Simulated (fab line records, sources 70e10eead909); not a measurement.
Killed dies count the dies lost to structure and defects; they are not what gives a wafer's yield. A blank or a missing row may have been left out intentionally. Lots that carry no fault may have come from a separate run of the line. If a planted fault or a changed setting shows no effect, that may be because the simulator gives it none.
Matching of chambers / flow nand harc / cmp-01 running NHARC_A_CHANNEL_FILL_D2_CMP_10: 4 sister chambers
The step polishes, target thk 150 nm. 16 wafers are shown with their chamber, then 8 later ones without.

## WAFERS WITH THEIR CHAMBER
wafer=L078.3; chamber=0; motor current A (A)=11.9; time to endpoint s (s)=10
wafer=L078.4; chamber=3; motor current A (A)=15.4; time to endpoint s (s)=16
wafer=L078.6; chamber=0; motor current A (A)=11.3; time to endpoint s (s)=10
wafer=L080.1; chamber=3; motor current A (A)=14.4; time to endpoint s (s)=19
wafer=L080.3; chamber=0; motor current A (A)=11.7; time to endpoint s (s)=12
wafer=L080.5; chamber=3; motor current A (A)=14.5; time to endpoint s (s)=19
wafer=L081.2; chamber=0; motor current A (A)=12.0; time to endpoint s (s)=9
wafer=L081.3; chamber=2; motor current A (A)=12.3; time to endpoint s (s)=7
wafer=L081.5; chamber=0; motor current A (A)=12.1; time to endpoint s (s)=8
wafer=L084.1; chamber=1; motor current A (A)=11.0; time to endpoint s (s)=14
wafer=L084.3; chamber=0; motor current A (A)=11.7; time to endpoint s (s)=10
wafer=L084.6; chamber=1; motor current A (A)=11.7; time to endpoint s (s)=12
wafer=L088.1; chamber=1; motor current A (A)=11.2; time to endpoint s (s)=11
wafer=L088.2; chamber=0; motor current A (A)=12.5; time to endpoint s (s)=9
wafer=L088.5; chamber=1; motor current A (A)=11.1; time to endpoint s (s)=11
wafer=L092.4; chamber=0; motor current A (A)=11.8; time to endpoint s (s)=8

SIGNATURES (averages over the wafers above)
reading=motor current A; chamber 0=11.875; chamber 1=11.250; chamber 2=12.300; chamber 3=14.767; scatter within a chamber=0.382
reading=time to endpoint s; chamber 0=9.50; chamber 1=12.00; chamber 2=7.00; chamber 3=18.00; scatter within a chamber=1.41
Rule: a wafer lies at a distance from a chamber equal to the root of the sum of squares, over the readings, of (its reading less the chamber's mean, divided by the reading's scatter). If the next closest chamber is less than 2 further off than the closest, the wafer can't be placed; otherwise it belongs to the closest. The scatter is the square root of a quotient: the sum, over the shown wafers, of each reading's squared deviation from its chamber's mean, divided by wafers minus chambers.

## WAFERS WITH NO CHAMBER GIVEN
wafer=L092.5; motor current A (A)=12.1; time to endpoint s (s)=7
wafer=L092.6; motor current A (A)=15.0; time to endpoint s (s)=16
wafer=L093.2; motor current A (A)=11.6; time to endpoint s (s)=15
wafer=L093.3; motor current A (A)=12.0; time to endpoint s (s)=18
wafer=L093.6; motor current A (A)=11.6; time to endpoint s (s)=17
wafer=L096.2; motor current A (A)=11.7; time to endpoint s (s)=7
wafer=L096.3; motor current A (A)=12.4; time to endpoint s (s)=8
wafer=L096.4; motor current A (A)=14.3; time to endpoint s (s)=15

## EACH ONE'S CHAMBER
wafer=L092.5; from the rows above=can't be placed: 2 or 0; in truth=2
wafer=L092.6; from the rows above=3; in truth=3
wafer=L093.2; from the rows above=can't be placed: 1 or 0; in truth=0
wafer=L093.3; from the rows above=can't be placed: 1 or 0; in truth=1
wafer=L093.6; from the rows above=can't be placed: 1 or 0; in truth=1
wafer=L096.2; from the rows above=can't be placed: 2 or 0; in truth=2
wafer=L096.3; from the rows above=can't be placed: 2 or 0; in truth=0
wafer=L096.4; from the rows above=3; in truth=3
Placed correctly: 2 of 8. Not placeable from these rows: 6 (in 6, the candidates include the true chamber). Placed wrongly: 0.
